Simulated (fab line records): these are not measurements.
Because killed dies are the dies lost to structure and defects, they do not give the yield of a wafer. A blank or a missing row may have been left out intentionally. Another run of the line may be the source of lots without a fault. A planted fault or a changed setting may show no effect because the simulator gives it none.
2 desks looking at one fault | flow n5 finfet | what lay behind the numbers comes last; until then each desk has only its own

## TOOL OWNER'S DESK, euv scanner-02
The tool's own readings at N5_BEOL_M2_EXPOSE_25 (exposes mask V1, defocus 5 nm): means of the sampled wafers that have a number, for each lot that ran on this tool. If a lot's mean is further than 4 standard deviations from the usual mean, the lot is out of limits and carries the mark OUT (the distance appears in the brackets).
Columns: A = exposure dose mJ cm2 at N5_BEOL_M2_EXPOSE_25, usual 62.90; B = reticle temp C at N5_BEOL_M2_EXPOSE_25, usual 23.02 C
lot  | first seen here | A                       | B
L143 | day 6 18:27     | 62.92                   | 22.90
L147 | day 7 22:32     | 62.97                   | 22.98
L148 | day 7 23:54     | 62.99                   | 22.96
L151 | day 8 16:28     | 78.02 (+99 or more) OUT | 23.01
L152 | day 9 03:41     | 74.97 (+99 or more) OUT | 23.02
This desk's finding: out of limits on L151, L152; first on L151, day 8 16:28 (exposure dose mJ cm2 at N5_BEOL_M2_EXPOSE_25). L143, L147, L148 stayed within limits.

## FROM THE METROLOGY DESK
What the gauges read, lot by lot, whatever tool the lot ran on: means of the sampled wafers that have a number. If a lot's mean is further than 4 standard deviations from the usual mean, the lot is out of limits and carries the mark OUT (the distance appears in the brackets). Readings shown: 7 out of 14 (the first out of limits, and those lying furthest out on some lot).
Columns: A = cd nm at N5_BEOL_M2_CD_MEAS_28, usual 26.28 nm; B = V1_OVL at N5_BEOL_M2_OVL_MEAS_29, usual 0.2 nm; C = CHAIN_V1 at N5_BEOL_M4_RC_MEAS_101, usual 228 ohm/link; D = CHAIN_V1_max_site at N5_BEOL_M4_RC_MEAS_101, usual 237 ohm/link; E = IOFF_P at N5_BEOL_M4_RC_MEAS_101, usual 0.20 nA/um; F = SS_P at N5_BEOL_M4_RC_MEAS_101, usual 73.2 mV/dec; G = VT_P at N5_BEOL_M4_RC_MEAS_101, usual -251 mV
lot  | first seen here | A               | B    | C              | D              | E    | F    | G
L143 | day 6 18:35     | 26.26           | 1.7  | 225            | 229            | 0.23 | 73.3 | -247
L147 | day 7 22:40     | 26.28           | 0.2  | 226            | 233            | 0.28 | 74.2 | -242
L148 | day 8 00:03     | 26.19           | -0.1 | 218            | 226            | 0.17 | 73.0 | -255
L151 | day 8 16:37     | 29.98 (+15) OUT | -0.5 | 178 (-6.0) OUT | 185 (-5.8) OUT | 0.25 | 73.7 | -248
L152 | day 9 03:49     | 29.36 (+12) OUT | 0.6  | 182 (-5.4) OUT | 195 (-4.6) OUT | 0.23 | 73.5 | -248
L157 | day 10 15:34    | 26.11           | -0.6 | 227            | 234            | 0.18 | 73.1 | -254
L158 | day 10 20:19    | 26.28           | -0.2 | 219            | 229            | 0.20 | 72.9 | -249
L161 | day 11 02:47    | 26.25           | 1.0  | 235            | 244            | 0.17 | 73.2 | -257
This desk's finding: out of limits on L151, L152; first on L151, day 8 16:37 (cd nm at N5_BEOL_M2_CD_MEAS_28). L143, L147, L148, L157, L158, L161 stayed within limits.

## TAKEN TOGETHER
An alarm could have come from the tool owner's desk at day 8 16:28, on L151, L152.
Metrology desk: alarm possible at day 8 16:37 on L151, L152.
On euv scanner-02, each named lot ran N5_BEOL_M2_EXPOSE_25.

## WHAT THE SIMULATOR PUT IN
Process parameters drifting: euv scanner-02 at N5_BEOL_M2_EXPOSE_25, beginning at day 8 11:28. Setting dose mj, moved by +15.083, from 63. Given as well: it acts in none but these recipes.
Shown lots that were struck: L151, L152.
Delay (hours) between the fault's onset and each desk's first out-of-limits reading: 5 at the tool owner's desk, 5 at the metrology desk.
